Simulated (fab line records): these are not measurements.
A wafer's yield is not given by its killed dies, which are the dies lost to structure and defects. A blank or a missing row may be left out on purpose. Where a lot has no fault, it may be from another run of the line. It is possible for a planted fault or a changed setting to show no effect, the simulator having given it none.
The tool behind it: which one? | flow n5Finfet | 11 lots, 33 wafers sampled, at 4 steps of a route of 1938

WHAT THE GAUGES SHOWED, per wafer
Not one reading of a measure or inspect step in the record can be checked against a usual standard deviation.

WHICH TOOL RAN EACH LOT (tool, then ch and the chambers of the sampled wafers, then the start)
lot  | N5_BEOL_M12_PRE_CLEAN_42    | N5_PASSIVATION_ETCH_59           | N5_PASSIVATION_STRIP_34           | N5_PASSIVATION_PROBE_49
L147 | pvdSputter-03, day 11 03:31 | rieMetal-01 ch 0, day 12 18:32   | rieDiel-05 ch 0,1, day 12 18:47   | -
L146 | pvdSputter-02, day 11 03:34 | rieMetal-03 ch 1, day 12 14:04   | rieDiel-05 ch 1,3, day 12 14:20   | -
L150 | pvdSputter-02, day 11 20:40 | rieMetal-03 ch 0,1, day 13 12:36 | rieDiel-05 ch 0,1, day 13 12:43   | -
L151 | pvdSputter-02, day 12 04:25 | rieMetal-01 ch 0,1, day 13 20:34 | rieDiel-04 ch 0,2, day 13 20:47   | -
L152 | pvdSputter-03, day 12 11:47 | rieMetal-01 ch 0, day 13 22:07   | rieDiel-05 ch 1,3, day 13 22:14   | -
L154 | pvdSputter-02, day 13 10:13 | rieMetal-02 ch 0,1, day 14 14:45 | rieDiel-02 ch 0,1,3, day 14 14:52 | -
L153 | pvdSputter-01, day 13 10:17 | rieMetal-01 ch 0,1, day 14 14:37 | rieDiel-02 ch 0,1,2, day 14 14:41 | -
L155 | pvdSputter-01, day 13 13:04 | rieMetal-02 ch 0,1, day 14 19:03 | rieDiel-04 ch 0,1,2, day 14 19:10 | -
L161 | pvdSputter-02, day 15 09:34 | rieMetal-03 ch 0,1, day 16 13:43 | rieDiel-05 ch 0,1, day 16 13:50   | prober-01, day 16 18:11
L164 | pvdSputter-03, day 15 16:40 | rieMetal-01 ch 0,1, day 17 03:33 | rieDiel-02 ch 0,2,3, day 17 03:40 | -
L168 | pvdSputter-03, day 17 13:45 | rieMetal-02 ch 0,1, day 19 01:38 | rieDiel-05 ch 0,1,3, day 19 01:46 | -
- N5_BEOL_M12_PRE_CLEAN_42: time 30 s.
- N5_PASSIVATION_ETCH_59: etches TaN in Cl2/BCl3, target depth 65 nm, time 34.9 s.
- N5_PASSIVATION_STRIP_34: strips in O2.
- N5_PASSIVATION_PROBE_49

AS READ BY THE TOOLS THEMSELVES (means over the sampled wafers that have a number; for cases with no such wafer, the mark the record gives instead)
N5_BEOL_M12_PRE_CLEAN_42. Usual: 332 W for heaterPowerW, sd 32.
lot  | tool          | heaterPowerW (W) | flag
L147 | pvdSputter-03 | 358              | 
L146 | pvdSputter-02 | 350              | 
L150 | pvdSputter-02 | 322              | 
L151 | pvdSputter-02 | 350              | 
L152 | pvdSputter-03 | 306              | 
L154 | pvdSputter-02 | 346              | 
L153 | pvdSputter-01 | 303              | 
L155 | pvdSputter-01 | 304              | 
L161 | pvdSputter-02 | 344              | 
L164 | pvdSputter-03 | 321              | 
L168 | pvdSputter-03 | 326              | 

N5_PASSIVATION_ETCH_59. Usual: bcl3FlowSccm 29.99 sccm, standard deviation 0.087; chamberPressureMTorr 9.999 mTorr, standard deviation 0.01; drypumpMotorCurrentA 5.95 A, standard deviation 0.29; heBacksideLeakSccm 3.25 sccm, standard deviation 0.15; oesProductAu 0.82 a.u., standard deviation 0.088; throttleValvePct 21.18 %, standard deviation 0.19.
lot  | tool        | bcl3FlowSccm (sccm) | chamberPressureMTorr (mTorr) | drypumpMotorCurrentA (A) | heBacksideLeakSccm (sccm) | oesProductAu (a.u.) | throttleValvePct (%) | flag
L147 | rieMetal-01 | 30.06               | 9.997                        | 6.26                     | 3.09                      | 0.74                | 21.07                | 
L146 | rieMetal-03 | 30.02               | 10.000                       | 5.98                     | 3.28                      | 0.76                | 21.17                | 
L150 | rieMetal-03 | 29.97               | 10.001                       | 6.04                     | 3.40                      | 0.82                | 21.07                | 
L151 | rieMetal-01 | 29.92               | 10.004                       | 6.20                     | 3.24                      | 0.84                | 21.08                | 
L152 | rieMetal-01 | 29.86               | 10.007                       | 6.26                     | 3.24                      | 0.74                | 21.05                | 
L154 | rieMetal-02 | 30.01               | 10.002                       | 5.56                     | 3.20                      | 0.93                | 21.27                | 
L153 | rieMetal-01 | 29.99               | 9.995                        | 6.20                     | 3.28                      | 0.84                | 21.07                | 
L155 | rieMetal-02 | 29.93               | 9.998                        | 5.67                     | 3.33                      | 0.90                | 21.40                | 
L161 | rieMetal-03 | 29.96               | 9.995                        | 6.10                     | 3.19                      | 0.85                | 20.98                | 
L164 | rieMetal-01 | 30.01               | 10.008                       | 6.25                     | 3.32                      | 0.77                | 21.09                | 
L168 | rieMetal-02 | 29.96               | 10.003                       | 5.58                     | 3.23                      | 0.85                | 21.31                | 

N5_PASSIVATION_STRIP_34. Usual: value, then standard deviation, for each; chamberPressureMTorr 29.99 mTorr / 0.082; drypumpMotorCurrentA 5.7 A / 0.42; o2FlowSccm 224.9 sccm / 0.71; oesProductAu 0.83 a.u. / 0.069; rfVppV 3.9 V / 1.7; showerheadPlenumPTorr 2.10 Torr / 0.072; throttleValvePct 16.50 % / 0.17.
lot  | tool       | chamberPressureMTorr (mTorr) | drypumpMotorCurrentA (A) | o2FlowSccm (sccm) | oesProductAu (a.u.) | rfVppV (V) | showerheadPlenumPTorr (Torr) | throttleValvePct (%) | flag
L147 | rieDiel-05 | 30.01                        | 5.7                      | 224.8             | 0.84                | 3.5        | 2.03                         | 16.56                | 
L146 | rieDiel-05 | 29.95                        | 5.4                      | 225.2             | 0.82                | 1.2        | 2.15                         | 16.59                | 
L150 | rieDiel-05 | 29.98                        | 5.7                      | 224.9             | 0.81                | 3.7        | 2.03                         | 16.66                | 
L151 | rieDiel-04 | 30.07                        | 5.6                      | 224.3             | 0.90                | 4.9        | 2.03                         | 16.29                | 
L152 | rieDiel-05 | 30.02                        | 5.5                      | 225.3             | 0.81                | 5.1        | 2.09                         | 16.66                | 
L154 | rieDiel-02 | 29.90                        | 5.6                      | 224.7             | 0.76                | 4.4        | 2.07                         | 16.55                | 
L153 | rieDiel-02 | 30.07                        | 5.7                      | 224.5             | 0.75                | 4.0        | 2.10                         | 16.62                | 
L155 | rieDiel-04 | 29.95                        | 5.5                      | 224.7             | 0.86                | 4.7        | 2.06                         | 16.38                | 
L161 | rieDiel-05 | 30.04                        | 5.7                      | 225.0             | 0.78                | 4.6        | 2.02                         | 16.67                | 
L164 | rieDiel-02 | 29.91                        | 5.9                      | 225.3             | 0.84                | 3.7        | 2.18                         | 16.40                | 
L168 | rieDiel-05 | 30.06                        | 5.5                      | 225.2             | 0.78                | 3.6        | 2.07                         | 16.67                | 

N5_PASSIVATION_PROBE_49. Usual: defectLimitedYield 91.3 %, standard deviation 1.7; killed_at_M0_to_M3 33, standard deviation 11; killed_at_M4_up 14, standard deviation 5.5; killedAtContacts 13, standard deviation 6.5; killedAtFrontEnd 39, standard deviation 13; killedAtOther 3.4, standard deviation 2.9; killedDies 103, standard deviation 20; killedOnRim 14, standard deviation 4.3; killedOpen 69, standard deviation 15; killedShort 32, standard deviation 8.1; sort_bin_5_function 5.1 %, standard deviation 1.1; sort_bin_6_memory 3.3 %, standard deviation 0.74; sort_bin_8_speed 0.00 %, standard deviation 0.014; sortNPass 1077, standard deviation 20; sortYieldPct 91.3 %, standard deviation 1.7.
lot  | tool      | defectLimitedYield (%) | killed_at_M0_to_M3 | killed_at_M4_up | killedAtContacts | killedAtFrontEnd | killedAtOther | killedDies | killedOnRim | killedOpen | killedShort | sort_bin_5_function (%) | sort_bin_6_memory (%) | sort_bin_8_speed (%) | sortNPass | sortYieldPct (%) | flag
L161 | prober-01 | 86.8                   | 36                 | 62              | 14               | 41               | 2.0           | 155        | 16          | 78         | 27          | 7.1                     | 4.5                   | 0.00                 | 1025      | 86.8             | OFF

THE ANSWER, worked out from the rows above alone
Rule: lot off if the mean of its wafers having a number is beyond 3 standard deviations from the usual mean. A lot without any number at a reading at which 4 lots or more have one is off too. All remaining lots with rows at the step are treated as sound. Order of review: gauges by route order, followed by the tools' own readings, for which a lot's mean as printed above is used. The first step at which some lot is off is used, and at that step the reading that is off furthest; a lot without a number counts as furthest.
Off: L161, at N5_PASSIVATION_PROBE_49 (killed_at_M4_up). Neither off nor sound, because the step has no rows for them: L147, L146, L150, L151, L152, L154, L153, L155, L164, L168.
A tool fits if, at that step or a process step before it, it ran every lot that is off, and no sound lot after the first of them. Can't be told from this: 4 tools fit, pvdSputter-02 at N5_BEOL_M12_PRE_CLEAN_42, rieMetal-03 at N5_PASSIVATION_ETCH_59, rieDiel-05 at N5_PASSIVATION_STRIP_34, prober-01 at N5_PASSIVATION_PROBE_49.

WHAT THE SIMULATOR HAD INSERTED
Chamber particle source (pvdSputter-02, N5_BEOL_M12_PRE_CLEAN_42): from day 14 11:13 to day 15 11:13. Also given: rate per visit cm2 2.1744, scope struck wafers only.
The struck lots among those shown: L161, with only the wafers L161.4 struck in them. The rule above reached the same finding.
